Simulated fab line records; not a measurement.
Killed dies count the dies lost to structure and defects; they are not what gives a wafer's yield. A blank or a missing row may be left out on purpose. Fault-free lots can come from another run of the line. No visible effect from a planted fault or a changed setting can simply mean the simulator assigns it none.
A single fault, viewed from 2 desks || flow n5-finfet || each desk has only its own numbers; what lay behind them comes last

THE METROLOGY DESK
What the gauges read, lot by lot, whatever tool the lot ran on: means of the sampled wafers that have a number. The brackets show how far a lot's mean lies from the usual mean; more than 4 standard deviations puts the lot out of limits, marked OUT. Only the readings that lie furthest out on some lot appear, 7 of the 11 it has.
Columns: A = DIBL_P at N5_BEOL_M4_RC_MEAS_101, usual 36.2 mV/V; B = IOFF_N at N5_BEOL_M4_RC_MEAS_101, usual 0.16 nA/um; C = IOFF_P at N5_BEOL_M4_RC_MEAS_101, usual 0.21 nA/um; D = SS_N at N5_BEOL_M4_RC_MEAS_101, usual 71.4 mV/dec; E = SS_P at N5_BEOL_M4_RC_MEAS_101, usual 73.2 mV/dec; F = VT_N at N5_BEOL_M4_RC_MEAS_101, usual 250 mV; G = VT_P at N5_BEOL_M4_RC_MEAS_101, usual -251 mV
{"lot": "L787", "first seen here": "day 5 21:32", "A": 38.1, "B": 0.17, "C": 0.22, "D": 71.7, "E": 73.0, "F": 247, "G": -251}
{"lot": "L796", "first seen here": "day 8 03:20", "A": 37.8, "B": 0.19, "C": 0.23, "D": 71.6, "E": 73.1, "F": 249, "G": -252}
{"lot": "L798", "first seen here": "day 8 19:26", "A": 36.5, "B": 0.14, "C": 0.18, "D": 70.8, "E": 73.7, "F": 251, "G": -254}
{"lot": "L799", "first seen here": "day 8 19:47", "A": 32.9, "B": 0.12, "C": 0.15, "D": 70.6, "E": 72.3, "F": 254, "G": -256}
{"lot": "L800", "first seen here": "day 9 02:15", "A": 36.9, "B": 0.14, "C": 0.23, "D": 71.4, "E": 73.1, "F": 251, "G": -247}
{"lot": "L803", "first seen here": "day 9 18:11", "A": 36.1, "B": 0.16, "C": 0.22, "D": 71.4, "E": 72.8, "F": 249, "G": -250}
{"lot": "L808", "first seen here": "day 11 02:38", "A": 33.9, "B": 0.13, "C": 0.18, "D": 70.5, "E": 72.3, "F": 253, "G": -251}
This desk's verdict: no lot among the 7 shows anything out of limits.

FOR THE TOOL OWNER'S DESK: rie-diel-02
The tool's own readings at N5_BEOL_M0_SAQP_ETCH_101 (etches SiNx in CH3F/O2, target depth 29.9 nm, time 42.7 s): means of the sampled wafers that have a number, for each lot that ran on this tool. The brackets show how far a lot's mean lies from the usual mean; more than 4 standard deviations puts the lot out of limits, marked OUT.
Columns: A = CH3F_flow_sccm at N5_BEOL_M0_SAQP_ETCH_101, usual 30.00 sccm; B = drypump-motor-current-A at N5_BEOL_M0_SAQP_ETCH_101, usual 5.5 A; C = oes_o_777_au at N5_BEOL_M0_SAQP_ETCH_101, usual 0.78 a.u.; D = oes-product-au at N5_BEOL_M0_SAQP_ETCH_101, usual 0.79 a.u.; E = rf-vpp-V at N5_BEOL_M0_SAQP_ETCH_101, usual 299 V; F = showerhead-plenum-p-Torr at N5_BEOL_M0_SAQP_ETCH_101, usual 2.05 Torr; G = throttle-valve-pct at N5_BEOL_M0_SAQP_ETCH_101, usual 16.44 %
{"lot": "L787", "first seen here": "day 5 21:40", "A": 30.11, "B": 5.4, "C": 0.76, "D": 0.76, "E": 296, "F": 2.09, "G": 16.55}
{"lot": "L796", "first seen here": "day 8 03:25", "A": 30.00, "B": 5.4, "C": 0.74, "D": 0.81, "E": 296, "F": 2.08, "G": 16.60}
{"lot": "L798", "first seen here": "day 8 19:29", "A": 30.03, "B": 5.4, "C": 0.83, "D": 0.89, "E": 296, "F": 2.09, "G": 16.55}
{"lot": "L799", "first seen here": "day 8 19:49", "A": 30.11, "B": 5.3, "C": 0.89, "D": 1.06, "E": 300, "F": 2.11, "G": 16.40}
This desk's verdict: no lot among the 4 shows anything out of limits.

PUT TOGETHER
Nothing out of limits was seen by the metrology desk.
The desk of the tool owner found nothing out of limits.

WHAT HAD BEEN PUT IN BY THE SIMULATOR
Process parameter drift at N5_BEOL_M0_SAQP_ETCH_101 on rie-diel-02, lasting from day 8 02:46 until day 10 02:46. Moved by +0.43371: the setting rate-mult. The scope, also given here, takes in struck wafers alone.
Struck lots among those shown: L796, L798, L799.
